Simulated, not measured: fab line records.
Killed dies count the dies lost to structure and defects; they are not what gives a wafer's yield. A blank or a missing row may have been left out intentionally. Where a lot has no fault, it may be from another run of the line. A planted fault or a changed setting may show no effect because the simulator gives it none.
fab line records -- flow nand_harc
record: lots: 24, wafers: 72, last_day: 25
route steps=1159 shown A_CONTACT@963 A_M0@1006 A_M1@1037
lots that met no fault: from a run of the same line without faults
start_h: hours from the record's first day to the start of the lot's first wafer shown -- wait_h: time in hours since the lot's previous step -- " identical to the entry in the row above -- L1.1+2: one row covering several wafers at once -- - value missing, or start not given -- * or withheld: withheld -- < > ~ a bound
route shown NAME@n: NAME is a module with steps in the file, n the number in the route of the first one -- usual: the fault-free wafers' mean and standard deviation -- same: alike in all rows -- chamber/n: place in a boat -- sites: each site's reading -- _std_site: standard deviation across them -- _edge_site: the outer-site mean with the inner-site mean subtracted -- radius_mm: for every site, how far away it sits from the centre of the wafer -- mask NAME#n: copy n -- behind: the most recent tool/chamber to have shaped the wafer -- hold: the reason the lot was held/the length of the hold in hours/how it ended -- device: which transistor (n, p or np) failed to switch -- end of line: tests of these same wafers at the route's end -- step lacking rows: just its recipe -- killed: at the first sort, the dies lost to defects and structure; wafer yield is something else -- map: dies across one wafer; x = killed, . = not, _ = none there
set.NAME: setting as actually run; set.NAME@STEP: the setting as run at that earlier step -- model.NAME: the simulator's own value behind a step, which no gauge read
a sample of lots followed through the steps of the route, with each step as a table and each wafer as a row
services: a tool's chamber out of use, with start hour (start_h, from the record's first day; less than 0 if before it), hours out, and reason
== steps ==
step: NHARC_A_CONTACT_INSPECT_23
usual: raw_defect_count: 477/190
lot.wafer,tool,chamber,start_h,wait_h,raw_defect_count
L074.1,defect_inspect-01,-,389.70,0.1,627
L074.2,defect_inspect-01,-,389.70,0.1,665
L074.3,defect_inspect-01,-,389.70,0.1,605
L075.1,defect_inspect-01,-,395.90,0.1,681
L075.2,defect_inspect-01,-,395.90,0.1,629
L075.3,defect_inspect-01,-,395.90,0.1,618
L077.1,defect_inspect-01,-,399.40,0.1,400
L077.3,defect_inspect-01,-,399.40,0.1,497
L077.6,defect_inspect-01,-,399.40,0.1,372
L079.1,defect_inspect-02,-,400.29,0.1,480
L079.2,defect_inspect-02,-,400.29,0.1,293
L079.6,defect_inspect-02,-,400.29,0.1,485
L076.1,defect_inspect-02,-,407.18,0.1,581
L076.4,defect_inspect-02,-,407.18,0.1,343
L076.6,defect_inspect-02,-,407.18,0.1,496
L078.1,defect_inspect-01,-,407.34,0.1,364
L078.3,defect_inspect-01,-,407.34,0.1,573
L078.6,defect_inspect-01,-,407.34,0.1,356
L081.2,defect_inspect-02,-,425.64,0.1,501
L081.3,defect_inspect-02,-,425.64,0.1,388
L081.4,defect_inspect-02,-,425.64,0.1,384
L080.1,defect_inspect-01,-,431.04,0.1,361
L080.3,defect_inspect-01,-,431.04,0.1,376
L080.4,defect_inspect-01,-,431.04,0.1,613
L083.1,defect_inspect-01,-,431.71,0.1,486
L083.3,defect_inspect-01,-,431.71,0.1,467
L083.4,defect_inspect-01,-,431.71,0.1,347
L082.1,defect_inspect-01,-,447.25,0.1,299
L082.3,defect_inspect-01,-,447.25,0.1,390
L082.5,defect_inspect-01,-,447.25,0.1,400
L084.2,defect_inspect-02,-,453.44,0.1,1564
L084.3,defect_inspect-02,-,453.44,0.1,714
L084.4,defect_inspect-02,-,453.44,0.1,805
L086.3,defect_inspect-01,-,467.29,0.1,401
L086.4,defect_inspect-01,-,467.29,0.1,369
L086.6,defect_inspect-01,-,467.29,0.1,346
L087.4,defect_inspect-02,-,469.40,0.1,317
L087.5,defect_inspect-02,-,469.40,0.1,401
L087.6,defect_inspect-02,-,469.40,0.1,459
L085.1,defect_inspect-02,-,470.14,0.1,333
L085.3,defect_inspect-02,-,470.14,0.1,354
L085.4,defect_inspect-02,-,470.14,0.1,328
L089.3,defect_inspect-02,-,474.57,0.1,403
L089.5,defect_inspect-02,-,474.57,0.1,388
L089.6,defect_inspect-02,-,474.57,0.1,446
L088.1,defect_inspect-02,-,486.56,0.1,334
L088.2,defect_inspect-02,-,486.56,0.1,312
L088.4,defect_inspect-02,-,486.56,0.1,468
L091.2,defect_inspect-02,-,496.94,0.1,408
L091.3,defect_inspect-02,-,496.94,0.1,440
L091.4,defect_inspect-02,-,496.94,0.1,382
L090.2,defect_inspect-01,-,501.95,0.1,482
L090.5,defect_inspect-01,-,501.95,0.1,633
L090.6,defect_inspect-01,-,501.95,0.1,786
L093.2,defect_inspect-01,-,502.15,0.1,441
L093.3,defect_inspect-01,-,502.15,0.1,324
L093.6,defect_inspect-01,-,502.15,0.1,381
L094.2,defect_inspect-01,-,507.16,0.1,373
L094.3,defect_inspect-01,-,507.16,0.1,276
L094.5,defect_inspect-01,-,507.16,0.1,296
L092.2,defect_inspect-01,-,516.98,0.1,473
L092.5,defect_inspect-01,-,516.98,0.1,577
L092.6,defect_inspect-01,-,516.98,0.1,482
L096.4,defect_inspect-01,-,517.84,0.1,611
L096.5,defect_inspect-01,-,517.84,0.1,708
L096.6,defect_inspect-01,-,517.84,0.1,409
L095.1,defect_inspect-02,-,521.17,0.1,453
L095.2,defect_inspect-02,-,521.17,0.1,351
L095.4,defect_inspect-02,-,521.17,0.1,402
L097.1,defect_inspect-02,-,533.03,0.1,695
L097.2,defect_inspect-02,-,533.03,0.1,797
L097.5,defect_inspect-02,-,533.03,0.1,866
step: NHARC_A_M0_INSPECT_11
usual: raw_defect_count: 31/15
lot.wafer,tool,chamber,start_h,wait_h,raw_defect_count
L074.1,defect_inspect-01,-,395.46,0.0,19
L074.2,defect_inspect-01,-,395.46,0.0,17
L074.3,defect_inspect-01,-,395.46,0.0,14
L075.1,defect_inspect-02,-,400.69,0.0,41
L075.2,defect_inspect-02,-,400.69,0.0,38
L075.3,defect_inspect-02,-,400.69,0.0,39
L077.1,defect_inspect-02,-,407.41,0.0,31
L077.3,defect_inspect-02,-,407.41,0.0,22
L077.6,defect_inspect-02,-,407.41,0.0,26
L079.1,defect_inspect-01,-,407.55,0.0,13
L079.2,defect_inspect-01,-,407.55,0.0,21
L079.6,defect_inspect-01,-,407.55,0.0,14
L076.1,defect_inspect-02,-,411.78,0.0,38
L076.4,defect_inspect-02,-,411.78,0.0,29
L076.6,defect_inspect-02,-,411.78,0.0,32
L078.1,defect_inspect-02,-,412.09,0.0,32
L078.3,defect_inspect-02,-,412.09,0.0,36
L078.6,defect_inspect-02,-,412.09,0.0,31
L081.2,defect_inspect-01,-,430.32,0.1,39
L081.3,defect_inspect-01,-,430.32,0.1,37
L081.4,defect_inspect-01,-,430.32,0.1,45
L080.1,defect_inspect-01,-,435.88,0.0,20
L080.3,defect_inspect-01,-,435.88,0.0,26
L080.4,defect_inspect-01,-,435.88,0.0,23
L083.1,defect_inspect-02,-,440.25,0.0,51
L083.3,defect_inspect-02,-,440.25,0.0,37
L083.4,defect_inspect-02,-,440.25,0.0,45
L082.1,defect_inspect-01,-,454.22,0.0,28
L082.3,defect_inspect-01,-,454.22,0.0,28
L082.5,defect_inspect-01,-,454.22,0.0,28
L084.2,defect_inspect-02,-,458.12,0.0,35
L084.3,defect_inspect-02,-,458.12,0.0,27
L084.4,defect_inspect-02,-,458.12,0.0,32
L086.3,defect_inspect-02,-,473.65,0.0,34
L086.4,defect_inspect-02,-,473.65,0.0,37
L086.6,defect_inspect-02,-,473.65,0.0,40
L087.4,defect_inspect-02,-,474.12,0.0,19
L087.5,defect_inspect-02,-,474.12,0.0,20
L087.6,defect_inspect-02,-,474.12,0.0,22
L085.1,defect_inspect-01,-,474.81,0.0,45
L085.3,defect_inspect-01,-,474.81,0.0,52
L085.4,defect_inspect-01,-,474.81,0.0,46
L089.3,defect_inspect-01,-,488.01,0.0,8
L089.5,defect_inspect-01,-,488.01,0.0,8
L089.6,defect_inspect-01,-,488.01,0.0,9
L088.1,defect_inspect-02,-,497.07,0.0,25
L088.2,defect_inspect-02,-,497.07,0.0,24
L088.4,defect_inspect-02,-,497.07,0.0,23
L091.2,defect_inspect-02,-,507.69,0.0,20
L091.3,defect_inspect-02,-,507.69,0.0,10
L091.4,defect_inspect-02,-,507.69,0.0,20
L090.2,defect_inspect-02,-,508.98,0.0,47
L090.5,defect_inspect-02,-,508.98,0.0,50
L090.6,defect_inspect-02,-,508.98,0.0,63
L093.2,defect_inspect-02,-,509.14,0.0,14
L093.3,defect_inspect-02,-,509.14,0.0,11
L093.6,defect_inspect-02,-,509.14,0.0,13
L094.2,defect_inspect-02,-,512.27,0.0,48
L094.3,defect_inspect-02,-,512.27,0.0,33
L094.5,defect_inspect-02,-,512.27,0.0,37
L092.2,defect_inspect-01,-,521.52,0.0,46
L092.5,defect_inspect-01,-,521.52,0.0,59
L092.6,defect_inspect-01,-,521.52,0.0,56
L096.4,defect_inspect-01,-,525.17,0.0,12
L096.5,defect_inspect-01,-,525.17,0.0,21
L096.6,defect_inspect-01,-,525.17,0.0,15
L095.1,defect_inspect-02,-,526.36,0.0,71
L095.2,defect_inspect-02,-,526.36,0.0,67
L095.4,defect_inspect-02,-,526.36,0.0,69
L097.1,defect_inspect-02,-,537.86,0.0,26
L097.2,defect_inspect-02,-,537.86,0.0,20
L097.5,defect_inspect-02,-,537.86,0.0,21
step: NHARC_A_M0_PVD_20
recipe: target_thk_a: 50, bias_v: 168.6, power_w: 15000, chamber_pressure_pa: 0.12, time_s: 8.06, substrate_temp_c: 50, material: TaN
usual: throttle_valve_pct: 30.3/0.87
same: time_s: 8.06
lot.wafer,tool,chamber,start_h,wait_h,throttle_valve_pct
L074.2,pvd_sputter-01,-,-,-,29.2
L074.3,pvd_sputter-01,-,-,-,30.8
L074.1,pvd_sputter-01,-,-,-,32.0
L075.3,pvd_sputter-01,-,-,-,30.0
L075.2,pvd_sputter-01,-,-,-,29.2
L075.1,pvd_sputter-01,-,-,-,30.9
L077.1,pvd_sputter-03,-,-,-,30.3
L077.3,pvd_sputter-03,-,-,-,31.1
L077.6,pvd_sputter-03,-,-,-,30.0
L079.1,pvd_sputter-03,-,-,-,30.9
L079.2,pvd_sputter-03,-,-,-,30.3
L079.6,pvd_sputter-03,-,-,-,29.8
L076.1,pvd_sputter-01,-,-,-,31.8
L076.4,pvd_sputter-01,-,-,-,29.4
L076.6,pvd_sputter-01,-,-,-,30.1
L078.3,pvd_sputter-03,-,-,-,29.9
L078.1,pvd_sputter-03,-,-,-,31.0
L078.6,pvd_sputter-03,-,-,-,30.6
L081.2,pvd_sputter-02,-,-,-,30.3
L081.3,pvd_sputter-02,-,-,-,30.3
L081.4,pvd_sputter-02,-,-,-,28.9
L080.1,pvd_sputter-02,-,-,-,30.7
L080.3,pvd_sputter-02,-,-,-,30.1
L080.4,pvd_sputter-02,-,-,-,29.2
L083.1,pvd_sputter-01,-,-,-,32.0
L083.4,pvd_sputter-01,-,-,-,29.3
L083.3,pvd_sputter-01,-,-,-,30.9
L082.3,pvd_sputter-01,-,-,-,30.8
L082.1,pvd_sputter-01,-,-,-,30.0
L082.5,pvd_sputter-01,-,-,-,30.9
L084.4,pvd_sputter-02,-,-,-,28.8
L084.3,pvd_sputter-02,-,-,-,30.2
L084.2,pvd_sputter-02,-,-,-,31.0
L086.3,pvd_sputter-02,-,-,-,28.6
L086.4,pvd_sputter-02,-,-,-,30.7
L086.6,pvd_sputter-02,-,-,-,30.2
L087.4,pvd_sputter-01,-,-,-,32.3
L087.6,pvd_sputter-01,-,-,-,30.7
L087.5,pvd_sputter-01,-,-,-,32.2
L085.3,pvd_sputter-03,-,-,-,30.5
L085.4,pvd_sputter-03,-,-,-,30.6
L085.1,pvd_sputter-03,-,-,-,29.5
L089.3,pvd_sputter-03,-,-,-,30.6
L089.6,pvd_sputter-03,-,-,-,29.5
L089.5,pvd_sputter-03,-,-,-,30.2
L088.2,pvd_sputter-01,-,-,-,30.1
L088.1,pvd_sputter-01,-,-,-,30.9
L088.4,pvd_sputter-01,-,-,-,32.3
L091.3,pvd_sputter-01,-,-,-,32.4
L091.2,pvd_sputter-01,-,-,-,30.0
L091.4,pvd_sputter-01,-,-,-,29.2
L090.2,pvd_sputter-02,-,-,-,30.7
L090.6,pvd_sputter-02,-,-,-,30.2
L090.5,pvd_sputter-02,-,-,-,30.8
L093.3,pvd_sputter-03,-,-,-,30.1
L093.2,pvd_sputter-03,-,-,-,30.7
L093.6,pvd_sputter-03,-,-,-,30.1
L094.2,pvd_sputter-02,-,-,-,30.7
L094.3,pvd_sputter-02,-,-,-,30.1
L094.5,pvd_sputter-02,-,-,-,31.1
L092.2,pvd_sputter-03,-,-,-,30.5
L092.5,pvd_sputter-03,-,-,-,29.5
L092.6,pvd_sputter-03,-,-,-,30.4
L096.4,pvd_sputter-01,-,-,-,29.4
L096.6,pvd_sputter-01,-,-,-,30.7
L096.5,pvd_sputter-01,-,-,-,33.0
L095.2,pvd_sputter-03,-,-,-,29.7
L095.4,pvd_sputter-03,-,-,-,30.1
L095.1,pvd_sputter-03,-,-,-,30.8
L097.2,pvd_sputter-02,-,-,-,30.3
L097.1,pvd_sputter-02,-,-,-,30.2
L097.5,pvd_sputter-02,-,-,-,30.7
step: NHARC_A_M0_ANNEAL_30
recipe: temp_c: 225, time_s: 90
usual: wafer_temp_C_max: 226.2/0.33
same: time_s: 90
lot.wafer,tool,chamber,start_h,wait_h,wafer_temp_C_max
L074.1,rtp_anneal-01,0,397.77,-,226.2
L074.2,rtp_anneal-01,0,397.77,-,226.2
L074.3,rtp_anneal-01,0,397.77,-,225.6
L075.1,rtp_anneal-01,0,402.75,0.3,225.5
L075.2,rtp_anneal-01,0,402.75,0.3,225.7
L075.3,rtp_anneal-01,0,402.75,0.3,225.7
L077.1,rtp_anneal-02,0,409.21,-,226.7
L077.3,rtp_anneal-02,0,409.21,-,226.3
L077.6,rtp_anneal-02,0,409.21,-,227.1
L079.1,rtp_anneal-01,0,409.45,-,226.3
L079.2,rtp_anneal-01,0,409.45,-,226.0
L079.6,rtp_anneal-01,0,409.45,-,226.4
L076.1,rtp_anneal-01,0,413.49,-,226.4
L076.4,rtp_anneal-01,0,413.49,-,226.3
L076.6,rtp_anneal-01,0,413.49,-,226.4
L078.1,rtp_anneal-02,0,413.96,-,226.5
L078.3,rtp_anneal-02,0,413.96,-,226.8
L078.6,rtp_anneal-02,0,413.96,-,226.3
L081.2,rtp_anneal-02,0,432.08,-,226.4
L081.3,rtp_anneal-02,0,432.08,-,226.1
L081.4,rtp_anneal-02,0,432.08,-,226.4
L080.1,rtp_anneal-02,0,437.83,0.4,226.5
L080.3,rtp_anneal-02,0,437.83,0.4,226.6
L080.4,rtp_anneal-02,0,437.83,0.4,226.9
L083.1,rtp_anneal-02,0,442.04,-,226.5
L083.3,rtp_anneal-02,0,442.04,-,226.2
L083.4,rtp_anneal-02,0,442.04,-,226.4
L082.1,rtp_anneal-01,0,455.93,-,226.5
L082.3,rtp_anneal-01,0,455.93,-,226.4
L082.5,rtp_anneal-01,0,455.93,-,226.9
L084.2,rtp_anneal-01,0,459.92,0.4,226.1
L084.3,rtp_anneal-01,0,459.92,0.4,226.0
L084.4,rtp_anneal-01,0,459.92,0.4,226.0
L086.3,rtp_anneal-01,0,475.47,-,226.4
L086.4,rtp_anneal-01,0,475.47,-,226.2
L086.6,rtp_anneal-01,0,475.47,-,226.3
L087.4,rtp_anneal-01,0,476.02,-,225.5
L087.5,rtp_anneal-01,0,476.02,-,225.6
L087.6,rtp_anneal-01,0,476.02,-,226.1
L085.1,rtp_anneal-02,0,476.60,-,226.4
L085.3,rtp_anneal-02,0,476.60,-,226.1
L085.4,rtp_anneal-02,0,476.60,-,226.5
L089.3,rtp_anneal-01,0,489.83,0.3,226.1
L089.5,rtp_anneal-01,0,489.83,0.3,225.9
L089.6,rtp_anneal-01,0,489.83,0.3,225.7
L088.1,rtp_anneal-01,0,498.91,-,226.0
L088.2,rtp_anneal-01,0,498.91,-,226.4
L088.4,rtp_anneal-01,0,498.91,-,226.0
L091.2,rtp_anneal-02,0,509.46,-,226.4
L091.3,rtp_anneal-02,0,509.46,-,226.7
L091.4,rtp_anneal-02,0,509.46,-,226.0
L090.2,rtp_anneal-02,0,510.73,-,226.6
L090.5,rtp_anneal-02,0,510.73,-,226.4
L090.6,rtp_anneal-02,0,510.73,-,226.4
L093.2,rtp_anneal-02,0,511.04,-,226.1
L093.3,rtp_anneal-02,0,511.04,-,226.5
L093.6,rtp_anneal-02,0,511.04,-,226.2
L094.2,rtp_anneal-02,0,514.03,-,226.2
L094.3,rtp_anneal-02,0,514.03,-,226.9
L094.5,rtp_anneal-02,0,514.03,-,226.5
L092.2,rtp_anneal-02,0,523.57,-,227.4
L092.5,rtp_anneal-02,0,523.57,-,226.4
L092.6,rtp_anneal-02,0,523.57,-,226.7
L096.4,rtp_anneal-01,0,527.06,-,225.8
L096.5,rtp_anneal-01,0,527.06,-,226.1
L096.6,rtp_anneal-01,0,527.06,-,226.3
L095.1,rtp_anneal-01,0,528.13,0.3,225.7
L095.2,rtp_anneal-01,0,528.13,0.3,225.6
L095.4,rtp_anneal-01,0,528.13,0.3,225.9
L097.1,rtp_anneal-01,0,539.70,0.3,226.3
L097.2,rtp_anneal-01,0,539.70,0.3,226.4
L097.5,rtp_anneal-01,0,539.70,0.3,226.3
step: NHARC_A_M1_OVL_MEAS_10
recipe: pitch_nm: 240
usual: overlay_x_nm: 0.1/0.92, overlay_y_nm: 0.1/0.93
lot.wafer,tool,chamber,start_h,wait_h,overlay_x_nm,overlay_y_nm
L074.1,overlay-01,-,400.08,-,0.4,-0.5
L074.2,overlay-01,-,400.08,-,-0.2,-0.1
L074.3,overlay-01,-,400.08,-,0.4,-0.2
L075.1,overlay-01,-,405.11,-,-1.7,2.0
L075.2,overlay-01,-,405.11,-,-1.1,1.8
L075.3,overlay-01,-,405.11,-,-1.6,1.3
L077.1,overlay-02,-,411.49,-,-1.9,0.9
L077.3,overlay-02,-,411.49,-,-1.9,0.1
L077.6,overlay-02,-,411.49,-,-2.0,1.4
L079.1,overlay-02,-,411.81,-,0.6,2.4
L079.2,overlay-02,-,411.81,-,-0.1,2.1
L079.6,overlay-02,-,411.81,-,0.2,1.8
L078.1,overlay-01,-,416.49,-,-1.5,0.2
L078.3,overlay-01,-,416.49,-,-1.5,0.7
L078.6,overlay-01,-,416.49,-,-1.4,-0.3
L076.1,overlay-02,-,416.71,-,0.0,-0.3
L076.4,overlay-02,-,416.71,-,-0.5,-1.6
L076.6,overlay-02,-,416.71,-,0.1,-0.8
L081.2,overlay-02,-,434.35,-,-0.3,1.2
L081.3,overlay-02,-,434.35,-,-0.1,0.3
L081.4,overlay-02,-,434.35,-,0.0,0.2
L080.1,overlay-01,-,440.41,-,-1.1,0.8
L080.3,overlay-01,-,440.41,-,-0.5,1.4
L080.4,overlay-01,-,440.41,-,-0.5,0.8
L083.1,overlay-02,-,444.33,-,1.0,0.5
L083.3,overlay-02,-,444.33,-,0.6,1.2
L083.4,overlay-02,-,444.33,-,0.6,0.3
L082.1,overlay-02,-,458.39,-,0.2,0.2
L082.3,overlay-02,-,458.39,-,0.1,0.1
L082.5,overlay-02,-,458.39,-,0.5,0.6
L084.2,overlay-02,-,462.28,-,0.2,-0.6
L084.3,overlay-02,-,462.28,-,-0.4,-0.2
L084.4,overlay-02,-,462.28,-,-0.7,-1.0
L086.3,overlay-02,-,477.66,-,0.1,0.0
L086.4,overlay-02,-,477.66,-,0.5,0.2
L086.6,overlay-02,-,477.66,-,0.7,0.0
L087.4,overlay-02,-,478.34,-,-0.5,-0.3
L087.5,overlay-02,-,478.34,-,-0.3,-0.5
L087.6,overlay-02,-,478.34,-,-1.1,-0.8
L085.1,overlay-02,-,478.90,-,0.9,1.4
L085.3,overlay-02,-,478.90,-,0.8,1.2
L085.4,overlay-02,-,478.90,-,1.5,1.3
L089.3,overlay-02,-,492.03,-,0.2,0.7
L089.5,overlay-02,-,492.03,-,0.8,-0.1
L089.6,overlay-02,-,492.03,-,0.0,-0.2
L088.1,overlay-02,-,501.26,-,-0.2,0.2
L088.2,overlay-02,-,501.26,-,-0.5,0.1
L088.4,overlay-02,-,501.26,-,-0.4,0.7
L091.2,overlay-02,-,511.73,-,1.4,1.0
L091.3,overlay-02,-,511.73,-,1.5,0.7
L091.4,overlay-02,-,511.73,-,1.3,0.0
L090.2,overlay-02,-,512.96,-,0.6,-0.3
L090.5,overlay-02,-,512.96,-,0.6,-0.3
L090.6,overlay-02,-,512.96,-,0.3,-0.9
L093.2,overlay-02,-,513.15,-,0.7,-0.2
L093.3,overlay-02,-,513.15,-,1.0,-0.4
L093.6,overlay-02,-,513.15,-,0.6,-0.9
L094.2,overlay-02,-,516.15,-,1.4,-0.1
L094.3,overlay-02,-,516.15,-,1.2,-0.7
L094.5,overlay-02,-,516.15,-,1.6,0.1
L092.2,overlay-02,-,525.72,-,-0.6,-0.8
L092.5,overlay-02,-,525.72,-,-1.2,-1.4
L092.6,overlay-02,-,525.72,-,-0.8,-1.3
L096.4,overlay-02,-,529.22,-,1.3,0.0
L096.5,overlay-02,-,529.22,-,1.1,0.4
L096.6,overlay-02,-,529.22,-,1.4,0.1
L095.1,overlay-02,-,530.33,-,0.5,0.5
L095.2,overlay-02,-,530.33,-,1.0,0.4
L095.4,overlay-02,-,530.33,-,0.6,0.3
L097.1,overlay-02,-,542.11,-,0.3,-1.9
L097.2,overlay-02,-,542.11,-,0.7,-2.3
L097.5,overlay-02,-,542.11,-,0.2,-2.0
step: NHARC_A_M1_DESCUM_14
recipe: time_s: 3, o2_flow_sccm: 200, ar_flow_sccm: 0, bias_power_w: 0, chemistry: O2
usual: drypump_motor_current_A: 6.0/0.54, oes_product_au: 0.997/0.011, rf_vpp_V: 57.6/1, showerhead_plenum_p_Torr: 1.88/0.077, throttle_valve_pct: 11.313/0.0094
same: time_s: 3
lot.wafer,tool,chamber,start_h,wait_h,drypump_motor_current_A,oes_product_au,rf_hours_counter_h,rf_vpp_V,showerhead_plenum_p_Torr,throttle_valve_pct
L074.2,rie_diel-08,2,400.19,0.1,5.6,0.984,5.2,58.3,1.99,11.313
L074.3,rie_diel-08,3,400.19,0.1,5.6,0.999,5.1,57.9,1.81,11.303
L074.1,rie_diel-08,0,400.19,0.1,6.4,0.995,4.5,56.8,2.00,11.302
L075.1,rie_diel-01,1,405.21,0.1,5.7,1.006,6.0,57.4,1.80,11.306
L075.2,rie_diel-01,2,405.21,0.1,6.5,0.998,4.9,57.1,1.84,11.309
L075.3,rie_diel-01,0,405.21,0.1,5.9,1.007,7.0,57.6,1.78,11.313
L077.1,rie_diel-12,1,411.59,0.1,6.0,0.991,0.4,56.6,1.92,11.310
L077.3,rie_diel-12,0,411.59,0.1,6.7,1.002,0.3,57.8,1.81,11.320
L077.6,rie_diel-12,2,411.59,0.1,6.7,0.981,-,58.5,1.89,11.315
L079.2,rie_diel-12,3,411.91,0.1,5.3,0.996,0.4,56.8,1.84,11.309
L079.1,rie_diel-12,1,411.91,0.1,6.0,0.991,0.4,57.4,1.92,11.312
L079.6,rie_diel-12,3,411.91,0.1,5.2,1.003,-,57.7,1.84,11.313
L078.1,rie_diel-12,2,416.61,0.1,6.6,0.975,0.7,58.0,1.89,11.321
L078.3,rie_diel-12,3,416.61,0.1,5.3,0.989,0.7,55.7,1.84,11.304
L078.6,rie_diel-12,0,416.61,0.1,6.7,1.007,-,57.5,1.81,11.310
L076.1,rie_diel-08,0,416.82,0.1,6.4,0.993,5.4,57.7,2.00,11.325
L076.4,rie_diel-08,1,416.82,0.1,6.6,1.010,5.6,58.0,2.01,11.302
L076.6,rie_diel-08,0,416.82,0.1,6.4,0.996,-,59.7,2.00,11.317
L081.4,rie_diel-01,1,434.45,0.1,5.7,1.005,7.5,58.1,1.80,11.323
L081.3,rie_diel-01,3,434.45,0.1,5.1,1.008,7.3,59.6,1.97,11.303
L081.2,rie_diel-01,0,434.45,0.1,5.9,0.998,8.2,56.3,1.78,11.328
L080.4,rie_diel-12,2,440.50,0.1,6.6,0.978,1.1,57.4,1.89,11.319
L080.1,rie_diel-12,0,440.50,0.1,6.6,1.007,1.3,58.0,1.81,11.308
L080.3,rie_diel-12,1,440.50,0.1,6.0,0.988,1.1,57.9,1.92,11.300
L083.1,rie_diel-01,3,444.44,0.1,5.1,1.002,8.7,57.9,1.97,11.311
L083.3,rie_diel-01,0,444.44,0.1,5.9,0.989,10.0,59.1,1.78,11.319
L083.4,rie_diel-01,1,444.44,0.1,5.7,0.999,8.8,55.9,1.80,11.315
L082.1,rie_diel-08,2,458.51,0.1,5.7,0.987,9.0,58.5,1.99,11.314
L082.3,rie_diel-08,3,458.51,0.1,5.6,1.013,8.6,56.7,1.81,11.330
L082.5,rie_diel-08,3,458.51,0.1,5.6,1.002,-,56.0,1.81,11.315
L084.2,rie_diel-01,0,462.39,0.1,5.9,0.999,11.3,55.9,1.78,11.318
L084.3,rie_diel-01,1,462.39,0.1,5.7,1.008,10.4,55.6,1.80,11.304
L084.4,rie_diel-01,2,462.39,0.1,6.5,0.994,9.2,56.6,1.84,11.317
L086.3,rie_diel-12,0,477.76,0.1,6.7,1.000,2.1,57.3,1.81,11.311
L086.4,rie_diel-12,1,477.76,0.1,6.0,0.983,1.9,57.7,1.92,11.324
L086.6,rie_diel-12,0,477.76,0.1,6.7,1.009,-,57.7,1.81,11.317
L087.4,rie_diel-12,0,478.46,0.1,6.7,1.004,2.2,58.0,1.81,11.313
L087.5,rie_diel-12,1,478.46,0.1,6.0,0.986,-,58.6,1.92,11.307
L087.6,rie_diel-12,2,478.46,0.1,6.6,0.983,-,57.9,1.89,11.314
L085.3,rie_diel-12,3,479.00,0.1,5.3,0.983,2.1,57.3,1.84,11.303
L085.1,rie_diel-12,0,479.00,0.1,6.7,1.007,2.2,56.0,1.81,11.331
L085.4,rie_diel-12,1,479.00,0.1,6.0,0.979,2.0,59.5,1.92,11.320
L089.3,rie_diel-12,1,492.12,0.1,6.0,0.988,2.4,58.5,1.92,11.296
L089.6,rie_diel-12,1,492.12,0.1,6.0,0.987,-,56.7,1.92,11.306
L089.5,rie_diel-12,2,492.12,0.1,6.6,0.983,-,58.3,1.89,11.303
L088.2,rie_diel-08,0,501.36,0.1,6.4,0.991,1.1,57.7,2.00,11.313
L088.1,rie_diel-08,1,501.36,0.1,6.6,1.002,1.1,58.7,2.01,11.306
L088.4,rie_diel-08,2,501.36,0.1,5.6,1.009,0.9,57.5,1.99,11.310
L091.2,rie_diel-12,0,511.83,0.1,6.7,1.017,3.0,56.3,1.81,11.321
L091.4,rie_diel-12,2,511.83,0.1,6.6,0.992,2.9,58.3,1.89,11.300
L091.3,rie_diel-12,3,511.83,0.1,5.3,0.990,2.9,58.3,1.84,11.323
L090.2,rie_diel-08,1,513.08,0.1,6.6,0.999,1.8,58.5,2.01,11.314
L090.6,rie_diel-08,3,513.08,0.1,5.6,1.014,-,56.1,1.81,11.302
L090.5,rie_diel-08,0,513.08,0.1,6.4,0.999,-,59.1,2.00,11.306
L093.2,rie_diel-12,0,513.27,0.1,6.7,1.003,3.1,56.9,1.81,11.316
L093.3,rie_diel-12,1,513.27,0.1,6.0,0.981,2.7,57.5,1.92,11.318
L093.6,rie_diel-12,0,513.27,0.1,6.7,1.003,-,54.9,1.81,11.306
L094.3,rie_diel-01,1,516.25,0.1,5.7,1.005,1.4,57.4,1.80,11.301
L094.2,rie_diel-01,2,516.25,0.1,6.5,1.018,1.1,57.8,1.84,11.321
L094.5,rie_diel-01,2,516.25,0.1,6.5,0.998,-,56.9,1.84,11.315
L092.2,rie_diel-01,1,525.83,0.1,5.7,1.006,1.6,58.1,1.80,11.310
L092.6,rie_diel-01,0,525.83,0.1,5.9,1.000,-,56.9,1.77,11.312
L092.5,rie_diel-01,1,525.83,0.1,5.7,0.997,-,57.9,1.80,11.335
L096.4,rie_diel-12,0,529.31,0.1,6.7,1.005,3.6,57.2,1.81,11.284
L096.6,rie_diel-12,0,529.31,0.1,6.7,1.014,-,55.3,1.81,11.289
L096.5,rie_diel-12,1,529.31,0.1,6.1,0.990,-,57.6,1.92,11.313
L095.4,rie_diel-01,1,530.44,0.1,5.7,1.002,2.2,56.4,1.80,11.333
L095.2,rie_diel-01,2,530.44,0.1,6.5,1.000,2.1,56.4,1.84,11.301
L095.1,rie_diel-01,3,530.44,0.1,5.1,1.019,2.0,59.3,1.97,11.322
L097.2,rie_diel-08,1,542.21,0.1,6.6,1.004,3.1,58.3,2.01,11.318
L097.1,rie_diel-08,2,542.21,0.1,5.6,1.003,3.1,58.4,1.99,11.324
L097.5,rie_diel-08,2,542.21,0.1,5.6,1.006,-,56.7,1.99,11.309
== services ==
tool,chamber,start_h,hours,kind
rie_diel-12,-,379.40,9.0,pm
rie_diel-12,0,379.40,9.0,vent_cycle
rie_diel-12,1,379.40,9.0,vent_cycle
rie_diel-12,2,379.40,9.0,vent_cycle
rie_diel-12,3,379.40,9.0,vent_cycle
rie_diel-01,1,385.48,8.4,repair
pvd_sputter-02,-,385.65,1.3,repair
rie_diel-01,2,389.09,8.0,repair
pvd_sputter-02,-,392.03,10.0,pm
rtp_anneal-02,-,397.18,2.6,repair
pvd_sputter-03,-,398.68,3.1,repair
pvd_sputter-02,-,408.58,4.6,repair
rie_diel-01,1,415.69,9.1,repair
rie_diel-08,1,419.73,3.0,repair
pvd_sputter-01,-,420.15,4.5,repair
rie_diel-08,1,451.01,3.7,repair
rie_diel-12,3,457.22,3.3,repair
pvd_sputter-03,-,458.00,10.0,pm
rie_diel-08,-,478.80,9.0,pm
rie_diel-12,0,481.14,9.0,repair
rie_diel-01,-,492.03,9.0,pm
rie_diel-12,1,493.53,14.4,repair
pvd_sputter-01,-,515.20,10.0,pm
rie_diel-12,3,538.67,6.2,repair
== key ==
fault none
